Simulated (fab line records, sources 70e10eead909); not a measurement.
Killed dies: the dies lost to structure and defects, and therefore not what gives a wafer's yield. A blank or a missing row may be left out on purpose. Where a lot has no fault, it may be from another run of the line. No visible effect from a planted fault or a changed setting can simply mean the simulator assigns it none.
8D (eight disciplines) problem report, filled in by code | flow nand harc | the parts of the form that need people (team, actions taken, sign-off) are left out

## 1. THE PROBLEM
At NHARC_A_WL_FILL_ETCHBACK_16, run length s averages 27.6 s over 6 wafers from 2 lots, while fault-free wafers read 45.2 s, standard deviation 0.43. That is -41 standard deviations from the usual mean.
The step: etches the open film in C4F8/O2/Ar, target depth 120 nm, time 24 s.
Earliest sighting: wafer L345.4 on rie diel-11 at day 25 17:15. Wafers with a number at this step in the record: 42, from 14 lots. The rule behind "out" and "out of limits": a value lying over 4 standard deviations away from the usual mean. The rest of the wafers with a number are treated as sound.

## 2. WHAT THIS IS AND IS NOT
question                    | is                     | is not
which readings at this step | run length s           | rf vpp V
which lots                  | L345, L347             | L336, L337, L346, L349, L350, L351, L353, L355, L356, L357, L358, L359
which wafers of those lots  | all that have a number | -
read on which tools         | rie diel-11            | rie diel-01, rie diel-06
when                        | from day 25 17:15      | up to then (9 sound wafers); but 27 sound wafers of L349, L350, L351, L353, L355, L356, L357, L358, L359 came after

## 3. WHAT RULES OUT EACH SUSPECT
Counting: any tool at a process step up to the reading is kept as a suspect provided that every lot that is out went through it and no sound lot did after the first of them.
- rie diel-11 at NHARC_A_WL_FILL_ETCHBACK_16 (etches the open film in C4F8/O2/Ar, target depth 120 nm, time 24 s): ruled out as a lasting fault. The sound lots L355, L359 went through it after L345, its earliest lot that is out (day 25 17:15).
Left after counting: nothing in the record.

## 4. THE CAUSE (what the simulator had put in)
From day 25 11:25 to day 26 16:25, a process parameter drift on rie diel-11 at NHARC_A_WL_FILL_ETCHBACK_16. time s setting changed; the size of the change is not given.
Counting ruled it out, wrongly.

## 5. THE CHAIN OF EFFECTS, in route order
Each row: a reading whose mean over the struck wafers that have a number lies more than 3 standard deviations from the usual. Only readings whose record carries a usual standard deviation are examined. hours: median over the lots of the time between each lot's start at the first step of this table that gives one and its start at this step. sigmas: the change, counted in usual standard deviations.
hours | step                        | reading      | usual  | on struck wafers | change | sigmas
0     | NHARC_A_WL_FILL_ETCHBACK_16 | run length s | 45.2 s | 27.6             | -17.6  | -41
Process steps it contains:
- NHARC_A_WL_FILL_ETCHBACK_16: etches the open film in C4F8/O2/Ar, target depth 120 nm, time 24 s.

## 6. HOW IT WOULD HAVE BEEN CAUGHT EARLIER
6 hours passed between the start of the fault at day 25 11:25 and the first reading out of limits in this record, taken at day 25 17:15.
